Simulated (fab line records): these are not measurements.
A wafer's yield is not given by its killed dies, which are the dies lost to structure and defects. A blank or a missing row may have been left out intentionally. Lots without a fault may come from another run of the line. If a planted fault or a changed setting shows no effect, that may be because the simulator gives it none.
One fault seen from 3 desks + flow nand harc + each desk holds nothing but its own numbers, with what lay behind them at the end

== THE DEFECT DESK ==
Lot by lot, what the route's inspections counted, given as the mean of those sampled wafers with a number. If a lot's mean is further than 4 standard deviations from the usual mean, the lot is out of limits and carries the mark OUT (the distance appears in the brackets).
Columns: A = raw defect count at NHARC_P_CONTACT_INSPECT_27, usual 268; B = raw defect count at NHARC_P_M0_INSPECT_11, usual 4.1
| lot  | first seen here | A   | B   |
|------|-----------------|-----|-----|
| L734 | day 6 05:53     | 179 | 3.0 |
| L736 | day 6 22:09     | 169 | 3.3 |
| L746 | day 11 05:34    | 317 | 2.3 |
| L755 | day 14 18:46    | 417 | 3.7 |
| L757 | day 15 17:04    | 245 | 5.0 |
This desk's verdict: no lot among the 5 shows anything out of limits.

== THE TOOL OWNER'S DESK: arfi scanner-03 ==
The tool's own readings at NHARC_P_M0_EXPOSE_06 (exposes mask P M0, target cd 90 nm): means of the sampled wafers that have a number, for each lot that ran on this tool. If a lot's mean is further than 4 standard deviations from the usual mean, the lot is out of limits and carries the mark OUT (the distance appears in the brackets).
Columns: A = exposure dose mJ cm2 at NHARC_P_M0_EXPOSE_06, usual 81.8
| lot  | first seen here | A    |
|------|-----------------|------|
| L736 | day 6 23:05     | 82.4 |
| L746 | day 11 06:20    | 80.9 |
This desk's verdict: no lot among the 2 shows anything out of limits.

== THE METROLOGY DESK ==
Means of the sampled wafers that have a number, per lot and without regard to the tool the lot ran on: this is what the gauges read. If a lot's mean is further than 4 standard deviations from the usual mean, the lot is out of limits and carries the mark OUT (the distance appears in the brackets).
Columns: A = cd nm at NHARC_P_M0_CD_MEAS_09, usual 89.9 nm; B = overlay x nm at NHARC_P_M0_OVL_MEAS_10, usual -0.1 nm; C = overlay y nm at NHARC_P_M0_OVL_MEAS_10, usual 0.2 nm
| lot  | first seen here | A    | B    | C    |
|------|-----------------|------|------|------|
| L734 | day 6 06:40     | 90.2 | -0.2 | 1.2  |
| L736 | day 6 23:13     | 89.3 | 0.0  | 0.1  |
| L746 | day 11 06:28    | 88.7 | -0.4 | 0.4  |
| L755 | day 14 19:40    | 89.3 | -1.3 | -0.1 |
| L757 | day 15 18:06    | 90.1 | -0.4 | 0.2  |
This desk's verdict: no lot among the 5 shows anything out of limits.

== ALL TOGETHER ==
Nothing the defect desk looked at was out of limits.
The tool owner's desk saw nothing out of limits.
At the metrology desk, nothing out of limits was observed.

== WHAT THE SIMULATOR PUT IN ==
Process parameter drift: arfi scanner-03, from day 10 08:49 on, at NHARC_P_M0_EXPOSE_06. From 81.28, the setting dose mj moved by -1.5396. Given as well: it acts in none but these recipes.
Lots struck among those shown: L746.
